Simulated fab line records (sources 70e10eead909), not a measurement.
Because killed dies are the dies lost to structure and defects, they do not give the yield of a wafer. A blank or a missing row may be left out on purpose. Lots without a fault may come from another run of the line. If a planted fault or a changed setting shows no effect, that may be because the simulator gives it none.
fab line records -- flow nand_harc
record: lots: 6, wafers: 16, last_day: 33
route steps=1302 shown A_ONON_D1@426 END@1302
lots untouched by any fault: they come from a run of this same line in which no faults occurred
start_h: hours from the record's opening day to when the first of the lot's shown wafers began -- wait_h: hours from the lot's prior step to this one -- " as in the row above -- L1.1+2: a row that stands for several wafers -- - no value, or no start was given -- * or withheld: withheld -- < > ~ a bound
route shown NAME@n: a module of which the file shows steps, and the number in the route of the first -- usual: the fault-free wafers' mean and standard deviation -- same: alike in all rows -- chamber/n: place in a boat -- sites: each site's reading -- _std_site: standard deviation across them -- _edge_site: outer sites' mean less inner sites' -- radius_mm: how far each site lies from the wafer's centre -- mask NAME#n: copy n -- behind: the last tool/chamber to shape the wafer -- hold: what put the lot on hold/how long, in hours/how the hold closed -- device: which transistor (n, p or np) failed to switch -- end of line: tests run on the same wafers once the route is complete -- a step with no rows: only its recipe -- killed: dies that structure and defects cost at the first sort, which is not the same as the wafer's yield -- map: the dies of a wafer, with x for killed, . for not killed, _ for no die there
set.NAME: setting as actually run; set.NAME@STEP: the setting as run at that earlier step -- model.NAME: the simulator's own value behind a step, which no gauge read
lots at some steps of the route; a table a step, a row a wafer
services: from which hour (start_h, from the record's first day; less than 0 if before it) a tool's chamber was out of use, for how many hours, and why
== steps ==
step: NHARC_A_ONON_D1_DEP_03
recipe: target_thk_a: 10000, n2_flow_sccm: 2750, n2o_flow_sccm: 2000, nh3_flow_sccm: 500, sih4_flow_sccm: 210, temp_c: 400
step: NHARC_A_ONON_D1_THK_MEAS_05
recipe: thk_meas_gauge: ellipsometry
usual: thk_nm: 999/10
lot.wafer,tool,chamber,start_h,wait_h,thk_nm
L285.1,film_metro-02,-,271.94,-,980
L285.4,film_metro-02,-,271.94,-,981
L285.6,film_metro-02,-,271.94,-,979
L288.3,film_metro-01,-,306.61,-,998
L288.4,film_metro-01,-,306.61,-,997
L288.5,film_metro-01,-,306.61,-,998
L290.4,film_metro-02,-,317.62,-,1004
L290.5,film_metro-02,-,317.62,-,1003
L291.1,film_metro-01,-,323.52,-,1009
L291.4,film_metro-01,-,323.52,-,1009
L294.4,film_metro-02,-,346.51,-,991
L294.5,film_metro-02,-,346.51,-,992
L294.6,film_metro-02,-,346.51,-,990
L297.3,film_metro-01,-,383.46,-,1003
L297.4,film_metro-01,-,383.46,-,1004
L297.5,film_metro-01,-,383.46,-,1002
step: NHARC_A_ONON_D1_DEP_06
recipe: target_thk_a: 10000, n2_flow_sccm: 2750, n2o_flow_sccm: 2000, nh3_flow_sccm: 500, sih4_flow_sccm: 210, temp_c: 400
step: NHARC_A_ONON_D1_THK_MEAS_08
recipe: thk_meas_gauge: ellipsometry
usual: thk_nm: 1003/9.9
lot.wafer,tool,chamber,start_h,wait_h,thk_nm
L285.1,film_metro-02,-,272.51,-,1013
L285.4,film_metro-02,-,272.51,-,1015
L285.6,film_metro-02,-,272.51,-,1013
L288.3,film_metro-02,-,307.17,-,994
L288.4,film_metro-02,-,307.17,-,995
L288.5,film_metro-02,-,307.17,-,994
L290.4,film_metro-02,-,318.19,-,993
L290.5,film_metro-02,-,318.19,-,993
L291.1,film_metro-02,-,324.08,-,986
L291.4,film_metro-02,-,324.08,-,985
L294.4,film_metro-01,-,347.08,-,996
L294.5,film_metro-01,-,347.08,-,998
L294.6,film_metro-01,-,347.08,-,999
L297.3,film_metro-01,-,384.03,-,1012
L297.4,film_metro-01,-,384.03,-,1012
L297.5,film_metro-01,-,384.03,-,1010
step: NHARC_A_ONON_D1_DEP_09
recipe: target_thk_a: 10000, n2_flow_sccm: 2750, n2o_flow_sccm: 2000, nh3_flow_sccm: 500, sih4_flow_sccm: 210, temp_c: 400
step: NHARC_A_ONON_D1_THK_MEAS_11
recipe: thk_meas_gauge: ellipsometry
usual: thk_nm: 997/10
lot.wafer,tool,chamber,start_h,wait_h,thk_nm
L285.1,film_metro-01,-,273.09,-,978
L285.4,film_metro-01,-,273.09,-,979
L285.6,film_metro-01,-,273.09,-,977
L288.3,film_metro-01,-,307.73,-,1012
L288.4,film_metro-01,-,307.73,-,1012
L288.5,film_metro-01,-,307.73,-,1012
L290.4,film_metro-02,-,318.76,-,1003
L290.5,film_metro-02,-,318.76,-,1004
L291.1,film_metro-01,-,324.65,-,1001
L291.4,film_metro-01,-,324.65,-,1001
L294.4,film_metro-01,-,347.64,-,1027
L294.5,film_metro-01,-,347.64,-,1027
L294.6,film_metro-01,-,347.64,-,1026
L297.3,film_metro-01,-,384.60,-,992
L297.4,film_metro-01,-,384.60,-,992
L297.5,film_metro-01,-,384.60,-,991
step: NHARC_A_ONON_D1_DEP_12
recipe: target_thk_a: 10000, n2_flow_sccm: 2750, n2o_flow_sccm: 2000, nh3_flow_sccm: 500, sih4_flow_sccm: 210, temp_c: 400
step: NHARC_A_ONON_D1_THK_MEAS_14
recipe: thk_meas_gauge: ellipsometry
usual: thk_nm: 998/13
lot.wafer,tool,chamber,start_h,wait_h,thk_nm
L285.1,film_metro-01,-,273.78,-,994
L285.4,film_metro-01,-,273.78,-,993
L285.6,film_metro-01,-,273.78,-,993
L288.3,film_metro-01,-,308.30,-,984
L288.4,film_metro-01,-,308.30,-,985
L288.5,film_metro-01,-,308.30,-,986
L290.4,film_metro-02,-,319.33,-,960
L290.5,film_metro-02,-,319.33,-,961
L291.1,film_metro-01,-,325.22,-,1000
L291.4,film_metro-01,-,325.22,-,1000
L294.4,film_metro-02,-,348.21,-,1000
L294.5,film_metro-02,-,348.21,-,999
L294.6,film_metro-02,-,348.21,-,1001
L297.3,film_metro-01,-,385.19,-,998
L297.4,film_metro-01,-,385.19,-,996
L297.5,film_metro-01,-,385.19,-,998
step: NHARC_A_ONON_D1_ANNEAL_15
recipe: temp_c: 750, time_s: 3600
step: NHARC_A_ONON_D1_DEP_16
recipe: target_thk_a: 10000, n2_flow_sccm: 2750, n2o_flow_sccm: 2000, nh3_flow_sccm: 500, sih4_flow_sccm: 210, temp_c: 400
step: NHARC_A_ONON_D1_THK_MEAS_18
recipe: thk_meas_gauge: ellipsometry
usual: thk_nm: 999/9
lot.wafer,tool,chamber,start_h,wait_h,thk_nm
L285.1,film_metro-02,-,281.59,-,993
L285.4,film_metro-02,-,281.59,-,993
L285.6,film_metro-02,-,281.59,-,992
L288.3,film_metro-02,-,316.70,-,1002
L288.4,film_metro-02,-,316.70,-,1001
L288.5,film_metro-02,-,316.70,-,1000
L290.4,film_metro-02,-,327.18,-,1002
L290.5,film_metro-02,-,327.18,-,1004
L291.1,film_metro-01,-,333.02,-,1022
L291.4,film_metro-01,-,333.02,-,1020
L294.4,film_metro-02,-,355.80,-,1000
L294.5,film_metro-02,-,355.80,-,999
L294.6,film_metro-02,-,355.80,-,1001
L297.3,film_metro-02,-,395.29,-,1003
L297.4,film_metro-02,-,395.29,-,1003
L297.5,film_metro-02,-,395.29,-,1003
step: NHARC_A_ONON_D1_DEP_19
recipe: target_thk_a: 10000, n2_flow_sccm: 2750, n2o_flow_sccm: 2000, nh3_flow_sccm: 500, sih4_flow_sccm: 210, temp_c: 400
usual: n2_flow_sccm: 2750/8.5, sih4_flow_sccm: 209.9/0.73
lot.wafer,tool,chamber,start_h,wait_h,n2_flow_sccm,sih4_flow_sccm
L285.1,pecvd_onon-02,0,281.65,0.1,2731,209.4
L285.4,pecvd_onon-02,0,281.65,0.1,2751,209.7
L285.6,pecvd_onon-02,0,281.65,0.1,2752,209.3
L288.3,pecvd_onon-01,0,317.00,0.3,2740,209.4
L288.4,pecvd_onon-01,0,317.00,0.3,2738,211.1
L288.5,pecvd_onon-01,0,317.00,0.3,2738,210.8
L290.4,pecvd_onon-01,0,327.41,0.2,2758,210.8
L290.5,pecvd_onon-01,0,327.41,0.2,2754,210.3
L291.1,pecvd_onon-01,0,333.08,0.1,2741,208.7
L291.4,pecvd_onon-01,0,333.08,0.1,2754,208.8
L294.4,pecvd_onon-02,0,356.03,0.2,2741,209.3
L294.5,pecvd_onon-02,0,356.03,0.2,2753,209.5
L294.6,pecvd_onon-02,0,356.03,0.2,2754,210.4
L297.3,pecvd_onon-04,0,395.46,0.2,2764,209.6
L297.4,pecvd_onon-04,0,395.46,0.2,2777,210.2
L297.5,pecvd_onon-04,0,395.46,0.2,2745,211.3
step: NHARC_A_ONON_D1_THK_MEAS_21
recipe: thk_meas_gauge: ellipsometry
usual: thk_nm: 1001/9.4
lot.wafer,tool,chamber,start_h,wait_h,thk_nm
L285.1,film_metro-01,-,282.16,-,1004
L285.4,film_metro-01,-,282.16,-,1005
L285.6,film_metro-01,-,282.16,-,1005
L288.3,film_metro-01,-,317.40,-,1020
L288.4,film_metro-01,-,317.40,-,1018
L288.5,film_metro-01,-,317.40,-,1020
L290.4,film_metro-01,-,327.75,-,1437
L290.5,film_metro-01,-,327.75,-,1002
L291.1,film_metro-02,-,333.58,-,1017
L291.4,film_metro-02,-,333.58,-,1453
L294.4,film_metro-02,-,356.36,-,981
L294.5,film_metro-02,-,356.36,-,982
L294.6,film_metro-02,-,356.36,-,981
L297.3,film_metro-02,-,395.85,-,992
L297.4,film_metro-02,-,395.85,-,993
L297.5,film_metro-02,-,395.85,-,993
step: NHARC_A_ONON_D1_DEP_22
recipe: target_thk_a: 10000, n2_flow_sccm: 2750, n2o_flow_sccm: 2000, nh3_flow_sccm: 500, sih4_flow_sccm: 210, temp_c: 400
step: NHARC_END_SORT_01
recipe: temp_c: 25
usual: killed_at_array: 55/20, killed_at_other: 1.1/1.2, killed_at_periphery: 3.8/2.8, killed_dies: 60/19, killed_open: 3.4/1.9, killed_short: 2.2/1.5
same: gross_dies: 677
lot.wafer,tool,chamber,start_h,wait_h,killed_at_array,killed_at_other,killed_at_periphery,killed_dies,killed_open,killed_short
L285.1,prober-02,0,682.96,2.5,40,0,7,47,2,2
L285.4,prober-02,0,685.39,3.4,47,0,2,49,2,1
L285.6,prober-02,0,687.01,4.1,41,1,3,45,2,2
L291.4,prober-01,0,707.64,3.4,674,0,3,677,3,1
L290.4,prober-02,0,707.72,3.4,674,0,3,677,2,2
L290.5,prober-02,0,708.52,3.7,77,1,3,81,1,2
killed by level:class
L285.1 A_CHANNEL_HOLE_D2:chamber_film_flake=12 A_CHANNEL_HOLE_D1:chamber_film_flake=6 A_STAIRCASE:chamber_film_flake=5 P_STI:chamber_film_flake=4 A_WL_FILL:chamber_film_flake=4 A_CONTACT:chamber_film_flake=4 P_GATE:chamber_film_flake=3 A_BONDPAD:chamber_film_flake=3
L285.4 A_CHANNEL_HOLE_D2:chamber_film_flake=25 A_SLIT:chamber_film_flake=4 A_CONTACT:chamber_film_flake=4 A_BONDPAD:chamber_film_flake=3 A_BLC:geometric_particle:open=2 P_GATE:chamber_film_flake=2 A_DECK1_JOINT:chamber_film_flake=2 A_STAIRCASE:chamber_film_flake=2
L285.6 A_CHANNEL_HOLE_D2:chamber_film_flake=13 A_STAIRCASE:chamber_film_flake=5 A_CONTACT:chamber_film_flake=5 A_CHANNEL_HOLE_D1:chamber_film_flake=4 A_SLIT:chamber_film_flake=4 P_GATE:chamber_film_flake=3 A_BONDPAD:chamber_film_flake=3 A_SOURCE_PLATE:geometric_particle:open=1
L291.4 A_ONON_D1:area_dep=616 A_SLIT:chamber_film_flake=26 A_CHANNEL_HOLE_D2:chamber_film_flake=11 A_CHANNEL_HOLE_D1:chamber_film_flake=9 A_STAIRCASE:chamber_film_flake=3 A_CONTACT:chamber_film_flake=3 A_CHANNEL_FILL_D2:chamber_film_flake=2 P_M0:geometric_particle:open=1
L290.4 A_ONON_D1:area_dep=599 A_SLIT:chamber_film_flake=39 A_CHANNEL_HOLE_D1:chamber_film_flake=29 P_STI:chamber_film_flake=2 A_DECK1_JOINT:geometric_particle:open=1 A_CHANNEL_FILL_D2:geometric_particle:short=1 A_WL_FILL:geometric_particle:short=1 A_CONTACT:geometric_particle:open=1
L290.5 A_SLIT:chamber_film_flake=35 A_CHANNEL_HOLE_D1:chamber_film_flake=33 A_DECK1_JOINT:chamber_film_flake=3 P_GATE:chamber_film_flake=2 A_ZERO_WELL:chamber_film_flake=2 P_M0:geometric_particle:open=1 A_SOURCE_PLATE:geometric_particle:short=1 A_CHANNEL_FILL_D2:geometric_particle:short=1
map L290.4 (x killed, . not)
____________x____________
_________xxxxxxx_________
_______xxxxxxxxxxx_______
______xxxxxxxxxxxxx______
_____xxxxxxxxxxxxxxx_____
____xxxxxxxxxxxxxxxxx____
____xxxxxxxxxxxxxxxxx____
___xxxxxxxxxxxxxxxxxxx___
___xxxxxxxxxxxxxxxxxxx___
__xxxxxxxxxxxxxxxxxxxxx__
__xxxxxxxxxxxxxxxxxxxxx__
_xxxxxxxxxxxxxxxxxxxxxxx_
_xxxxxxxxxxxxxxxxxxxxxxx_
_xxxxxxxxxxxxxxxxxxxxxxx_
_xxxxxxxxxxxxxxxxxxxxxxx_
_xxxxxxxxxxxxxxxxxxxxxxx_
xxxxxxxxxxxxxxxxxxxxxxxxx
xxxxxxxxxxxxxxxxxxxxxxxxx
xxxxxxxxxxxxxxxxxxxxxxxxx
xxxxxxxxxxxxxxxxxxxxxxxxx
xxxxxxxxxxxxxxxxxxxxxxxxx
_xxxxxxxxxxxxxxxxxxxxxxx_
_xxxxxxxxxxxxxxxxxxxxxxx_
_xxxxxxxxxxxxxxxxxxxxxxx_
_xxxxxxxxxxxxxxxxxxxxxxx_
_xxxxxxxxxxxxxxxxxxxxxxx_
__xxxxxxxxxxxxxxxxxxxxx__
__xxxxxxxxxxxxxxxxxxxxx__
___xxxxxxxxxxxxxxxxxxx___
___xxxxxxxxxxxxxxxxxxx___
____xxxxxxxxxxxxxxxxx____
____xxxxxxxxxxxxxxxxx____
_____xxxxxxxxxxxxxxx_____
______xxxxxxxxxxxxx______
_______xxxxxxxxxxx_______
_________xxxxxxx_________
____________x____________
map L291.4 (x killed, . not)
____________x____________
_________xxxxxxx_________
_______xxxxxxxxxxx_______
______xxxxxxxxxxxxx______
_____xxxxxxxxxxxxxxx_____
____xxxxxxxxxxxxxxxxx____
____xxxxxxxxxxxxxxxxx____
___xxxxxxxxxxxxxxxxxxx___
___xxxxxxxxxxxxxxxxxxx___
__xxxxxxxxxxxxxxxxxxxxx__
__xxxxxxxxxxxxxxxxxxxxx__
_xxxxxxxxxxxxxxxxxxxxxxx_
_xxxxxxxxxxxxxxxxxxxxxxx_
_xxxxxxxxxxxxxxxxxxxxxxx_
_xxxxxxxxxxxxxxxxxxxxxxx_
_xxxxxxxxxxxxxxxxxxxxxxx_
xxxxxxxxxxxxxxxxxxxxxxxxx
xxxxxxxxxxxxxxxxxxxxxxxxx
xxxxxxxxxxxxxxxxxxxxxxxxx
xxxxxxxxxxxxxxxxxxxxxxxxx
xxxxxxxxxxxxxxxxxxxxxxxxx
_xxxxxxxxxxxxxxxxxxxxxxx_
_xxxxxxxxxxxxxxxxxxxxxxx_
_xxxxxxxxxxxxxxxxxxxxxxx_
_xxxxxxxxxxxxxxxxxxxxxxx_
_xxxxxxxxxxxxxxxxxxxxxxx_
__xxxxxxxxxxxxxxxxxxxxx__
__xxxxxxxxxxxxxxxxxxxxx__
___xxxxxxxxxxxxxxxxxxx___
___xxxxxxxxxxxxxxxxxxx___
____xxxxxxxxxxxxxxxxx____
____xxxxxxxxxxxxxxxxx____
_____xxxxxxxxxxxxxxx_____
______xxxxxxxxxxxxx______
_______xxxxxxxxxxx_______
_________xxxxxxx_________
____________x____________
== services ==
tool,chamber,start_h,hours,kind
pecvd_onon-01,-,269.54,13.0,pm
pecvd_onon-04,-,311.20,13.0,pm
pecvd_onon-04,-,363.54,1.1,repair
pecvd_onon-02,-,366.00,13.0,pm
== key ==
first_sign: step: NHARC_A_ONON_D1_THK_MEAS_21, reading: thk_nm, direction: up, sigmas: 47, usual: 1001, struck: 1445
effect: step: NHARC_END_SORT_01, reading: killed_dies, direction: up, sigmas: 32, usual: 60, struck: 677
more_kills_born_at: NHARC_A_ONON_D1_DEP_19@pecvd_onon-01: 1215
met_at NHARC_A_ONON_D1_DEP_19
struck_wafers L290.4,L291.4
later_rows_left_out L290.4,L291.4
tester_left_out L290,L291
onset_between 317.00 327.41
fault: kind: process_parameter_drift, tool: pecvd_onon-01, chamber: -, onset_h: 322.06, steps: NHARC_A_ONON_D1_DEP_19, channel: target_thk_a, offset: *, shape: step, end_h: 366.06, scope: struck_wafers_only, acts_in: *, stated: *
tester_left_out: of these lots the tester's yield and bins aren't shown, on N5 and GAA mostly nor the transistor test; their killed dies are dies lost to structure and defects alone, not to doping, threshold or leakage, so they don't give the yield
later_rows_left_out: the simulator's readings of these wafers behind a module that went badly wrong aren't trusted and aren't shown, but for the sort
